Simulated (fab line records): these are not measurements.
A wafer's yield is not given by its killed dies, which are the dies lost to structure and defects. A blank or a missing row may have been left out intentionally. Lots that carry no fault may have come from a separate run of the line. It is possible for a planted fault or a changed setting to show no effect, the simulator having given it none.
Split-lot experiment :: flow n5_finfet :: 7 lots, 39 wafers read, on a route of 1938 steps

== ABOUT THE SPLIT ==
At N5_FIN_CUT_ETCH_21 (etches SOC in N2/H2, target depth 219 nm, overetch 43.8 nm, time 523.5 s), the setting time_s was moved away from the recipe's 523.5 s on 15 of the 39 wafers read, by -20.9% to +7.3%. All remaining wafers had this setting at the recipe value.

The reading is taken at the split's own step.

== THE READING ==
SiARC_of_FIN_CUT_COAT_19.thk_nm (the simulator's own value, which no gauge read), in nm, at N5_FIN_CUT_ETCH_21 (etches SOC in N2/H2, target depth 219 nm, overetch 43.8 nm, time 523.5 s). The file does not state a usual value for it. Across the 24 wafers here that went through the recipe, the average is 11.9 nm and the standard deviation 0.23 nm.

wafer: L076.1
tool, chamber at the split: rie_diel-03, 3
time_s as run, s: 523.5
against the recipe: recipe
SiARC_of_FIN_CUT_COAT_19.thk_nm, nm: 12
against lot-mates on the recipe: -

wafer: L076.6
tool, chamber at the split: rie_diel-03, 3
time_s as run, s: 523.5
against the recipe: recipe
SiARC_of_FIN_CUT_COAT_19.thk_nm, nm: 12
against lot-mates on the recipe: -

wafer: L076.2
tool, chamber at the split: rie_diel-03, 1,0
time_s as run, s: 523.5
against the recipe: recipe
SiARC_of_FIN_CUT_COAT_19.thk_nm, nm: 12.2
against lot-mates on the recipe: -

wafer: L076.3
tool, chamber at the split: rie_diel-03, 1,0
time_s as run, s: 523.5
against the recipe: recipe
SiARC_of_FIN_CUT_COAT_19.thk_nm, nm: 12.2
against lot-mates on the recipe: -

wafer: L076.4
tool, chamber at the split: rie_diel-03, 2
time_s as run, s: 523.5
against the recipe: recipe
SiARC_of_FIN_CUT_COAT_19.thk_nm, nm: 12.4
against lot-mates on the recipe: -

wafer: L076.5
tool, chamber at the split: rie_diel-03, 2
time_s as run, s: 523.5
against the recipe: recipe
SiARC_of_FIN_CUT_COAT_19.thk_nm, nm: 12.4
against lot-mates on the recipe: -

wafer: L082.1
tool, chamber at the split: rie_diel-01, 0
time_s as run, s: 434
against the recipe: -17.1%
SiARC_of_FIN_CUT_COAT_19.thk_nm, nm: 13
against lot-mates on the recipe: +1.1

wafer: L082.2
tool, chamber at the split: rie_diel-01, 2
time_s as run, s: 434
against the recipe: -17.1%
SiARC_of_FIN_CUT_COAT_19.thk_nm, nm: 13.4
against lot-mates on the recipe: +1.5

wafer: L082.6
tool, chamber at the split: rie_diel-01, 2
time_s as run, s: 434
against the recipe: -17.1%
SiARC_of_FIN_CUT_COAT_19.thk_nm, nm: 13.4
against lot-mates on the recipe: +1.5

wafer: L082.3
tool, chamber at the split: rie_diel-01, 3
time_s as run, s: 523.5
against the recipe: recipe
SiARC_of_FIN_CUT_COAT_19.thk_nm, nm: 12
against lot-mates on the recipe: -

wafer: L082.4
tool, chamber at the split: rie_diel-01, 1,3
time_s as run, s: 523.5
against the recipe: recipe
SiARC_of_FIN_CUT_COAT_19.thk_nm, nm: 11.8
against lot-mates on the recipe: -

wafer: L082.5
tool, chamber at the split: rie_diel-01, 1,3
time_s as run, s: 523.5
against the recipe: recipe
SiARC_of_FIN_CUT_COAT_19.thk_nm, nm: 11.8
against lot-mates on the recipe: -

wafer: L086.1
tool, chamber at the split: rie_diel-01, 3,1
time_s as run, s: 523.5
against the recipe: recipe
SiARC_of_FIN_CUT_COAT_19.thk_nm, nm: 11.6
against lot-mates on the recipe: -

wafer: L086.3
tool, chamber at the split: rie_diel-01, 3,1
time_s as run, s: 523.5
against the recipe: recipe
SiARC_of_FIN_CUT_COAT_19.thk_nm, nm: 11.6
against lot-mates on the recipe: -

wafer: L086.2
tool, chamber at the split: rie_diel-01, 2
time_s as run, s: 423.9
against the recipe: -19.0%
SiARC_of_FIN_CUT_COAT_19.thk_nm, nm: 13.4
against lot-mates on the recipe: +1.7

wafer: L086.4
tool, chamber at the split: rie_diel-01, 3,1
time_s as run, s: 423.9
against the recipe: -19.0%
SiARC_of_FIN_CUT_COAT_19.thk_nm, nm: 13.2
against lot-mates on the recipe: +1.5

wafer: L086.5
tool, chamber at the split: rie_diel-01, 3,1
time_s as run, s: 423.9
against the recipe: -19.0%
SiARC_of_FIN_CUT_COAT_19.thk_nm, nm: 13.2
against lot-mates on the recipe: +1.5

wafer: L086.6
tool, chamber at the split: rie_diel-01, 2
time_s as run, s: 523.5
against the recipe: recipe
SiARC_of_FIN_CUT_COAT_19.thk_nm, nm: 11.8
against lot-mates on the recipe: -

wafer: L087.1
tool, chamber at the split: rie_diel-01, 0
time_s as run, s: 523.5
against the recipe: recipe
SiARC_of_FIN_CUT_COAT_19.thk_nm, nm: 11.6
against lot-mates on the recipe: -

wafer: L087.2
tool, chamber at the split: rie_diel-01, 2,3
time_s as run, s: 414.3
against the recipe: -20.9%
SiARC_of_FIN_CUT_COAT_19.thk_nm, nm: 13.6
against lot-mates on the recipe: +1.9

wafer: L087.3
tool, chamber at the split: rie_diel-01, 2,3
time_s as run, s: 414.3
against the recipe: -20.9%
SiARC_of_FIN_CUT_COAT_19.thk_nm, nm: 13.6
against lot-mates on the recipe: +1.9

wafer: L087.4
tool, chamber at the split: rie_diel-01, 1,3
time_s as run, s: 523.5
against the recipe: recipe
SiARC_of_FIN_CUT_COAT_19.thk_nm, nm: 11.8
against lot-mates on the recipe: -

wafer: L087.6
tool, chamber at the split: rie_diel-01, 1,3
time_s as run, s: 523.5
against the recipe: recipe
SiARC_of_FIN_CUT_COAT_19.thk_nm, nm: 11.8
against lot-mates on the recipe: -

wafer: L087.5
tool, chamber at the split: rie_diel-01, 0
time_s as run, s: 414.3
against the recipe: -20.9%
SiARC_of_FIN_CUT_COAT_19.thk_nm, nm: 13.2
against lot-mates on the recipe: +1.5

wafer: L088.2
tool, chamber at the split: rie_diel-03, 3,1
time_s as run, s: 523.5
against the recipe: recipe
SiARC_of_FIN_CUT_COAT_19.thk_nm, nm: 12
against lot-mates on the recipe: -

wafer: L088.3
tool, chamber at the split: rie_diel-03, 3,1
time_s as run, s: 523.5
against the recipe: recipe
SiARC_of_FIN_CUT_COAT_19.thk_nm, nm: 12
against lot-mates on the recipe: -

wafer: L088.4
tool, chamber at the split: rie_diel-03, 0
time_s as run, s: 523.5
against the recipe: recipe
SiARC_of_FIN_CUT_COAT_19.thk_nm, nm: 12.2
against lot-mates on the recipe: -

wafer: L092.1
tool, chamber at the split: rie_diel-01, 0
time_s as run, s: 561.8
against the recipe: +7.3%
SiARC_of_FIN_CUT_COAT_19.thk_nm, nm: 10.8
against lot-mates on the recipe: -1.1

wafer: L092.2
tool, chamber at the split: rie_diel-01, 2,3
time_s as run, s: 523.5
against the recipe: recipe
SiARC_of_FIN_CUT_COAT_19.thk_nm, nm: 12
against lot-mates on the recipe: -

wafer: L092.4
tool, chamber at the split: rie_diel-01, 2,3
time_s as run, s: 523.5
against the recipe: recipe
SiARC_of_FIN_CUT_COAT_19.thk_nm, nm: 12
against lot-mates on the recipe: -

wafer: L092.3
tool, chamber at the split: rie_diel-01, 1
time_s as run, s: 561.8
against the recipe: +7.3%
SiARC_of_FIN_CUT_COAT_19.thk_nm, nm: 11.2
against lot-mates on the recipe: -0.7

wafer: L092.5
tool, chamber at the split: rie_diel-01, 3
time_s as run, s: 523.5
against the recipe: recipe
SiARC_of_FIN_CUT_COAT_19.thk_nm, nm: 11.8
against lot-mates on the recipe: -

wafer: L092.6
tool, chamber at the split: rie_diel-01, 0
time_s as run, s: 561.8
against the recipe: +7.3%
SiARC_of_FIN_CUT_COAT_19.thk_nm, nm: 11
against lot-mates on the recipe: -0.9

wafer: L095.1
tool, chamber at the split: rie_diel-01, 1
time_s as run, s: 464.8
against the recipe: -11.2%
SiARC_of_FIN_CUT_COAT_19.thk_nm, nm: 12.6
against lot-mates on the recipe: +0.8

wafer: L095.5
tool, chamber at the split: rie_diel-01, 1
time_s as run, s: 464.8
against the recipe: -11.2%
SiARC_of_FIN_CUT_COAT_19.thk_nm, nm: 12.6
against lot-mates on the recipe: +0.8

wafer: L095.2
tool, chamber at the split: rie_diel-01, 3
time_s as run, s: 523.5
against the recipe: recipe
SiARC_of_FIN_CUT_COAT_19.thk_nm, nm: 11.8
against lot-mates on the recipe: -

wafer: L095.3
tool, chamber at the split: rie_diel-01, 0
time_s as run, s: 523.5
against the recipe: recipe
SiARC_of_FIN_CUT_COAT_19.thk_nm, nm: 11.6
against lot-mates on the recipe: -

wafer: L095.4
tool, chamber at the split: rie_diel-01, 2
time_s as run, s: 523.5
against the recipe: recipe
SiARC_of_FIN_CUT_COAT_19.thk_nm, nm: 12
against lot-mates on the recipe: -

wafer: L095.6
tool, chamber at the split: rie_diel-01, 2
time_s as run, s: 464.8
against the recipe: -11.2%
SiARC_of_FIN_CUT_COAT_19.thk_nm, nm: 13
against lot-mates on the recipe: +1.2
Rows listing several chambers each stand for several wafers; the file does not say which wafer went through which chamber.

THE FIT
A straight line over all 39 wafers: SiARC_of_FIN_CUT_COAT_19.thk_nm changes by -0.0782 nm for each +1% of time_s; r = -0.95; the points scatter about the line by 0.24 nm.
The same after taking each lot's own level away (the mean of its wafers on the recipe; 39 wafers): -0.0871 nm for each +1%; r = -0.98; scatter 0.17 nm.
According to that fit, moving time_s by its largest amount changes the reading by 1.8 nm.
From 11.67 to 12.20 nm: that is the span of the lots' own levels, equal to 2.3 times the standard deviation above.
So the slope is not independent of the lot-to-lot level: the two fits are not the same.
Check: +1.76 nm against its lot-mates is what the line predicts for one of the wafers moved furthest among these (-20.9%) when that wafer is left out of the fit. It came out at +1.87 nm against them.

== THE OTHER SPLITS THESE WAFERS WENT THROUGH ==
Other splits were also applied to these wafers ahead of the reading. Each is held against what the fit with the lots' levels taken away leaves over:
other split on the same wafers: N5_WELL_APT_IMPLANT_14 energy_kev
wafers away from the commonest value: 15
r with SiARC_of_FIN_CUT_COAT_19.thk_nm (lot level and that fit taken away): +0.22

other split on the same wafers: N5_FIN_SAQP_MANDREL_ETCH_22 target_depth_a
wafers away from the commonest value: 15
r with SiARC_of_FIN_CUT_COAT_19.thk_nm (lot level and that fit taken away): +0.22

== FILE'S OWN FIT ==
SiARC_of_FIN_CUT_COAT_19.thk_nm changes by -0.085 nm for each +1% of time_s, r = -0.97.
